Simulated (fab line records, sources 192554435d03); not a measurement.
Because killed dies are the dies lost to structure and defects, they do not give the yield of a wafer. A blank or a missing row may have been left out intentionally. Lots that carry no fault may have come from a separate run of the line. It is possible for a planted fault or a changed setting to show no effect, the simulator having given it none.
Which tool did it? | flow n5_finfet | 33 wafers from 11 lots sampled at 3 of the route's 1938 steps

## WHAT THE GAUGES READ, wafer by wafer
N5_MIM_TOP_LITHO_OVL_MEAS_11.
lot  | measured     | on         | MIM_TOP_OVL (nm)
L548 | day 11 13:55 | overlay-02 | -9 -2 -11
L550 | day 12 12:03 | overlay-01 | 1 -9 3
L553 | day 13 10:43 | overlay-01 | -4 -4 -4
L555 | day 13 16:49 | overlay-02 | -10 -2 -6
L556 | day 13 23:17 | overlay-01 | 10 7 3
L560 | day 15 06:41 | overlay-01 | 2 -2 -4
L564 | day 15 20:28 | overlay-02 | -3 9 -1
L563 | day 16 08:58 | overlay-02 | 2 1 -4
L566 | day 16 13:03 | overlay-01 | 1 2 -5
L568 | day 17 02:59 | overlay-02 | -8 -12 -4
L570 | day 17 18:25 | overlay-01 | 5 -1 -2

## WHAT TOOL EACH LOT RAN ON (gives the tool, then ch and the chambers of the sampled wafers, and finally the start)
lot  | N5_BEOL_M15_SPUTTER_44       | N5_PASSIVATION_PECVD_00
L548 | pvd_sputter-01, day 11 08:03 | pecvd-01 ch 0,2, day 11 10:14
L550 | pvd_sputter-03, day 12 07:14 | pecvd-03 ch 0,1, day 12 09:25
L553 | pvd_sputter-01, day 13 04:47 | pecvd-03 ch 0,1,2, day 13 06:58
L555 | pvd_sputter-03, day 13 10:01 | pecvd-04 ch 0,1,2, day 13 12:59
L556 | pvd_sputter-01, day 13 16:56 | pecvd-03 ch 1,2, day 13 19:38
L560 | pvd_sputter-03, day 15 01:45 | pecvd-03 ch 0,1,2, day 15 03:57
L564 | pvd_sputter-03, day 15 14:17 | pecvd-04 ch 0,2, day 15 17:04
L563 | pvd_sputter-01, day 16 04:19 | pecvd-04 ch 0,2, day 16 06:30
L566 | pvd_sputter-03, day 16 09:13 | pecvd-03 ch 0,1, day 16 11:25
L568 | pvd_sputter-03, day 16 20:28 | pecvd-04 ch 0,1, day 16 22:55
L570 | pvd_sputter-02, day 17 13:58 | pecvd-01 ch 0,1,2, day 17 16:12
- N5_BEOL_M15_SPUTTER_44: material Ta, target thk 15 nm, time 24.19 s.
- N5_PASSIVATION_PECVD_00: deposits SiO2 from SiH4/N2O, target thk 200 nm, time 11.2 s.

## AS READ BY THE TOOLS THEMSELVES (means over the sampled wafers that have a number; for cases with no such wafer, the mark the record gives instead)
N5_BEOL_M15_SPUTTER_44.
lot  | tool           | chamber_pressure_pa (Pa) | throttle_valve_pct (%)
L548 | pvd_sputter-01 | 0.07011                  | 30.3
L550 | pvd_sputter-03 | 0.07009                  | 30.0
L553 | pvd_sputter-01 | 0.06999                  | 29.7
L555 | pvd_sputter-03 | 0.07030                  | 30.5
L556 | pvd_sputter-01 | 0.07005                  | 30.3
L560 | pvd_sputter-03 | 0.06993                  | 29.9
L564 | pvd_sputter-03 | 0.06998                  | 30.1
L563 | pvd_sputter-01 | 0.06999                  | 30.2
L566 | pvd_sputter-03 | 0.06998                  | 30.5
L568 | pvd_sputter-03 | 0.06980                  | 30.4
L570 | pvd_sputter-02 | 0.06991                  | 30.7

N5_PASSIVATION_PECVD_00.
lot  | tool     | heater_power_outer_w (W) | heater_power_w (W) | showerhead_plenum_p_Torr (Torr) | throttle_valve_pct (%)
L548 | pecvd-01 | 405                      | 734                | 8.15                            | 54
L550 | pecvd-03 | 332                      | 599                | 8.27                            | 50
L553 | pecvd-03 | 338                      | 611                | 8.25                            | 49
L555 | pecvd-04 | 373                      | 639                | 8.19                            | 52
L556 | pecvd-03 | 381                      | 714                | 8.26                            | 49
L560 | pecvd-03 | 393                      | 690                | 8.25                            | 49
L564 | pecvd-04 | 426                      | 718                | 8.21                            | 51
L563 | pecvd-04 | 412                      | 691                | 8.20                            | 51
L566 | pecvd-03 | 350                      | 634                | 8.26                            | 50
L568 | pecvd-04 | 352                      | 602                | 8.20                            | 49
L570 | pecvd-01 | 321                      | 597                | 8.13                            | 52

## THE ANSWER, worked out from the rows above alone
Rule: usual is defined by the lots themselves. Put in order of their means at a reading, lots are off if they are a third of the lots or fewer, leave a main group of 4 or more, and stand apart from it by a gap of 3 or more times the standard deviation of the main group's means; of several such gaps the widest counts. Not used: any main group whose means are identical at the precision the tables above print for the reading. Also off: a lot with no number at a reading for which 4 or more lots have one. The other lots that the step has rows for count as sound. The gauges are gone through in route order, then the tools' own readings, and for those a lot's mean is taken as printed above. The first step at which some lot is off is used, and at that step the reading that is off furthest; a lot without a number counts as furthest.
Across all readings shown, no lot is off: no conclusion can be drawn from this.

## WHAT THE SIMULATOR HAD INSERTED
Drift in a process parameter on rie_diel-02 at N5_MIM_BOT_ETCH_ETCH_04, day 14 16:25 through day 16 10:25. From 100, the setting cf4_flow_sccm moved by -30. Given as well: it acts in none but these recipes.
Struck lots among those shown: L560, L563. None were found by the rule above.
